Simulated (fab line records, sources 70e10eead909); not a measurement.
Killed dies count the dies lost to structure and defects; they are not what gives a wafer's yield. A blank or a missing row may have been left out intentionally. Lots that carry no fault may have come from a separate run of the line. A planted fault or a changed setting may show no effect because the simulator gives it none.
A lot that was struck, set against a sound lot + flow nand harc + 15 out of 1302 route steps
Sound: wafers L449.2, L449.5, L449.6. Struck: wafer L441.2 (left out: L441.1, L441.3 of the same lot, which were not struck); the cause appears at the end.
Order at every step that has rows: each side's tool, ch and its chambers, its first start. Under that, the readings that differ: sound wafers + struck wafers + difference of the means + sigmas: that difference in standard deviations of wafers without a fault.
alike: same words and numbers on both sides, and readings whose means sit less than 2 such deviations apart. not compared: any withheld reading, any reading some wafer has no value for, any bound like >300 that may hide the same value, and any number with overlapping values for which the record gives no deviation.
The two part at a step that has a row with sigmas, a row that says differs or no value, or rows on one side only. Non-overlapping numbers with no deviation appear without sigmas and do not part them. A reading missing from all wafers of one side parts the sides only when that side holds two or more wafers.

first, 7 steps without rows for these wafers: NHARC_P_CONTACT_COAT_34 (time 65 s); NHARC_P_CONTACT_COAT_06 (resist thk 90 nm); NHARC_P_CONTACT_SOFTBAKE_07 (time 55 s); NHARC_P_CONTACT_EBR_08; NHARC_P_CONTACT_EXPOSE_09 (exposes mask P CA, target cd 90 nm); NHARC_P_CONTACT_PEB_10 (peb time 65 s); NHARC_P_CONTACT_DEVELOP_11 (develop time 35 s).
NHARC_P_CONTACT_CD_MEAS_12 targets a cd of 90 nm.
  sound on cd sem-01 ch 0, day 12 14:19; struck on cd sem-01 ch 0, day 9 15:15
  alike: cd nm
NHARC_P_CONTACT_OVL_MEAS_13:
  sound on overlay-02 at day 12 14:23; struck on overlay-01 at day 9 15:20
  alike: overlay x nm, overlay y nm
NHARC_P_CONTACT_INSPECT_14:
  sound on defect inspect-02 at day 12 14:26; struck on defect inspect-02 at day 9 15:23
  alike: raw defect count
NHARC_P_CONTACT_DESCUM_17: chemistry O2, time 3 s.
  sound on rie diel-12 ch 1,2, day 12 14:30; struck on rie diel-12 ch 2, day 9 15:26
  alike: drypump motor current A, oes product au, rf vpp V, showerhead plenum p Torr, throttle valve pct
  not compared: rf hours counter h
NHARC_P_CONTACT_ETCH_35: etches the open film in CF4, target depth 39 nm, time 65 s.
  sound on rie diel-12 ch 1,2, day 12 14:35; struck on rie diel-12 ch 2, day 9 15:31
  alike: drypump motor current A, oes product au, rf fwd power W, rf vpp V, showerhead plenum p Torr, throttle valve pct
  not compared: over etch frac, rf hours counter h
NHARC_P_CONTACT_ETCH_36: etches the open film in N2/H2, target depth 260 nm, time 406.25 s.
  sound on rie diel-12 ch 0,2,3, day 12 14:43; struck on rie diel-12 ch 2, day 9 15:37
| reading        | sound          | struck | difference | sigmas |
|----------------|----------------|--------|------------|--------|
| over etch frac | 0.25 0.25 0.25 | 0.2194 | -0.0306    |        |
  alike: drypump motor current A, oes product au, rf fwd power W, rf vpp V, showerhead plenum p Torr, throttle valve pct
  not compared: rf hours counter h
NHARC_P_CONTACT_ETCH_18: etches the open film in C4F8/O2/Ar, target depth 481 nm, time 240.5 s.
  sound: rie diel-12 ch 0,3; struck: rie diel-12 ch 1
  alike: oes product au, rf fwd power W, rf vpp V
  not compared: rf hours counter h
after that, 1 step had no rows for these wafers: NHARC_END_SORT_01.

WHERE THEY PART
Nowhere in this record.

WHY: whatever the simulator had introduced
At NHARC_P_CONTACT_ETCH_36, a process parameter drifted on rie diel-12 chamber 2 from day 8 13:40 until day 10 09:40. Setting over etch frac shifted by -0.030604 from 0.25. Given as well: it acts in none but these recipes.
